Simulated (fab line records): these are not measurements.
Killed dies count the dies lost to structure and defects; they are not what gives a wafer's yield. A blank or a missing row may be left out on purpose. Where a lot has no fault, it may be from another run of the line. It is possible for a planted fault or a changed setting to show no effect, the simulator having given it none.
Comparing a struck lot with a sound one ; flow n5_finfet ; 15 steps out of a route of 1938
Sound: wafers L265.2, L265.4, L265.6. Struck: wafers L274.1, L274.4. (L274.5 of the same lot was not struck and is left out.) The cause comes at the end.
Per side, at each step with rows, come the tool, then ch with its chambers, and then its first start. Under that, the readings that differ: sound wafers ; struck wafers ; difference of the means ; sigmas: that difference in standard deviations of wafers without a fault.
alike: readings with means less than 2 such deviations apart, plus words and numbers identical on both sides. not compared: withheld readings, readings lacking a value on some wafer, bounds such as >300 that could conceal the same value, and numbers that have no deviation in the record and whose values overlap.
The two part at a step that has a row with sigmas, a row that says differs or no value, or rows on one side only. Numbers that have no deviation but don't overlap get no sigmas and don't part them. A reading that every wafer of one side lacks parts them only if that side has two wafers or more.

first, 8 steps without rows for these wafers: N5_BEOL_M2_COAT_62 (time 60 s, resist thk 12 nm); N5_BEOL_M2_COAT_73 (time 60 s, resist thk 5 nm); N5_BEOL_M2_COAT_05 (resist thk 30 nm); N5_BEOL_M2_EBR_07; N5_BEOL_M2_SOFTBAKE_06 (time 60 s); N5_BEOL_M2_EXPOSE_08 (exposes mask M2); N5_BEOL_M2_PEB_09 (peb time 60 s); N5_BEOL_M2_DEVELOP_10 (develop time 30 s).
N5_BEOL_M2_CD_MEAS_11 targets a cd of 16.79 nm.
  sound on cd_sem-03 ch 0, day 9 21:16; struck on cd_sem-03 ch 0, day 11 23:17
  alike: cd_nm
N5_BEOL_M2_OVL_MEAS_12:
  sound on overlay-01 ch 0, day 9 21:19; struck on overlay-02 ch 0, day 11 23:19
  alike: M2_OVL
N5_BEOL_M2_INSPECT_13: inspects for defects (brightfield).
  sound: defect_inspect-01 at day 9 21:22; struck: defect_inspect-01 at day 11 23:23
  alike: raw_defect_count
N5_BEOL_M2_DESCUM_16: chemistry O2, time 7 s.
  sound on rie_diel-06 ch 2,3, day 9 21:43; struck on rie_diel-01 ch 0,2, day 11 23:49
  alike: drypump_motor_current_A, oes_product_au, rf_vpp_V, showerhead_plenum_p_Torr, throttle_valve_pct
  not compared: rf_hours_counter_h
N5_BEOL_M2_ETCH_74: etches underlayer in N2/H2, target depth 6.5 nm, time 5.2 s.
  sound on rie_diel-06 ch 2,3, day 9 21:45; struck on rie_diel-01 ch 0,2, day 11 23:50
reading;sound;struck;difference;sigmas
etch_rf_on_time_s (s);5.13 5.18 5.23;3.73 3.63;-1.50;-15
  alike: drypump_motor_current_A, h2_flow_sccm, oes_product_au, rf_vpp_V, showerhead_plenum_p_Torr, throttle_valve_pct
  not compared: rf_hours_counter_h
N5_BEOL_M2_ETCH_63: etches SiARC in CF4, target depth 15.6 nm, time 26 s.
  sound on rie_diel-06 ch 2,3, day 9 21:46; struck on rie_diel-01 ch 0,2, day 11 23:52
  alike: drypump_motor_current_A, etch_rf_on_time_s, oes_product_au, rf_vpp_V, showerhead_plenum_p_Torr, throttle_valve_pct
  not compared: rf_hours_counter_h
N5_BEOL_M4_RC_MEAS_101:
  sound on prober-01 ch 0, day 11 10:52; struck on prober-02 ch 0, day 13 18:32
  alike: DIBL_N, DIBL_P, IOFF_N, IOFF_P, ION_N, ION_P, SS_N, SS_P, VT_N, VT_P

== WHERE THEY PART ==
Within this record, at N5_BEOL_M2_ETCH_74 only. Later steps at which nothing parts them and some readings are alike: N5_BEOL_M2_ETCH_63, N5_BEOL_M4_RC_MEAS_101.

WHY: the cause the simulator had injected
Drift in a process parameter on rie_diel-01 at N5_BEOL_M2_ETCH_74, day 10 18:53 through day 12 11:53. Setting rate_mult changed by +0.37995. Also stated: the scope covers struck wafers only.
